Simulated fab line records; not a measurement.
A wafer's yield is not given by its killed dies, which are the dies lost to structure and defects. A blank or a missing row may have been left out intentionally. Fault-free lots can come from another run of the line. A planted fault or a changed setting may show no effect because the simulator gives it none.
Matching of chambers ; flow nand_harc ; NHARC_A_CHANNEL_HOLE_D1_ETCH_38 on rie_diel-09: 4 sister chambers
The step etches the open film in CF4, target depth 39 nm, time 65 s. 18 wafers are shown with their chamber, then 9 later ones without.

WAFERS, EACH WITH ITS CHAMBER
wafer;chamber;drypump_motor_current_A (A);oes_product_au (a.u.);rf_vpp_V (V)
L075.3;3;5.9;0.980;150.0
L075.4;1;6.4;0.984;149.8
L075.5;1;6.5;0.982;151.0
L080.2;1;6.5;0.991;150.7
L080.3;0;6.2;1.014;149.4
L080.5;2;5.7;1.000;152.5
L081.4;0;6.2;1.007;150.7
L081.5;3;5.9;0.984;150.6
L081.6;0;6.1;1.018;150.4
L084.2;3;5.9;0.982;150.9
L084.4;2;5.7;0.991;150.7
L084.6;3;5.9;0.988;149.9
L090.2;3;5.9;1.010;151.8
L090.5;3;5.9;1.015;151.0
L090.6;1;6.5;1.003;150.5
L092.1;1;6.4;1.013;150.7
L092.3;3;5.9;1.001;151.2
L092.4;3;5.9;1.011;151.4

SIGNATURES (averages over the wafers above)
reading;chamber 0;chamber 1;chamber 2;chamber 3;scatter within a chamber
drypump_motor_current_A;6.167;6.460;5.700;5.900;0.0365
oes_product_au;1.01300;0.99460;0.99550;0.99638;0.0127
rf_vpp_V;150.167;150.540;151.600;150.850;0.676
Rule: a wafer lies at a distance from a chamber equal to the root of the sum of squares, over the readings, of (its reading less the chamber's mean, divided by the reading's scatter). If the next closest chamber is less than 2 further off than the closest, the wafer can't be placed; otherwise it belongs to the closest. The scatter: take each reading less its chamber's mean, square it, sum over the shown wafers, divide by the number of wafers less the number of chambers, and take the root.

WAFERS WHOSE CHAMBER IS MISSING
wafer;drypump_motor_current_A (A);oes_product_au (a.u.);rf_vpp_V (V)
L093.1;5.9;1.007;150.7
L093.2;6.2;1.017;151.8
L093.5;6.5;1.005;150.7
L095.2;6.4;1.007;149.1
L095.3;6.2;1.016;152.4
L095.6;5.9;1.005;150.6
L096.2;5.9;0.999;150.8
L096.3;6.4;1.016;149.2
L096.6;5.9;1.009;150.5

CHAMBER TAKEN BY EACH
wafer;from the rows above;in truth
L093.1;3;3
L093.2;0;0
L093.5;1;1
L095.2;1;1
L095.3;0;0
L095.6;3;3
L096.2;3;3
L096.3;1;1
L096.6;3;3
Correct placement for 9 of the 9. Number that these rows cannot place: 0. Number placed wrongly: 0.
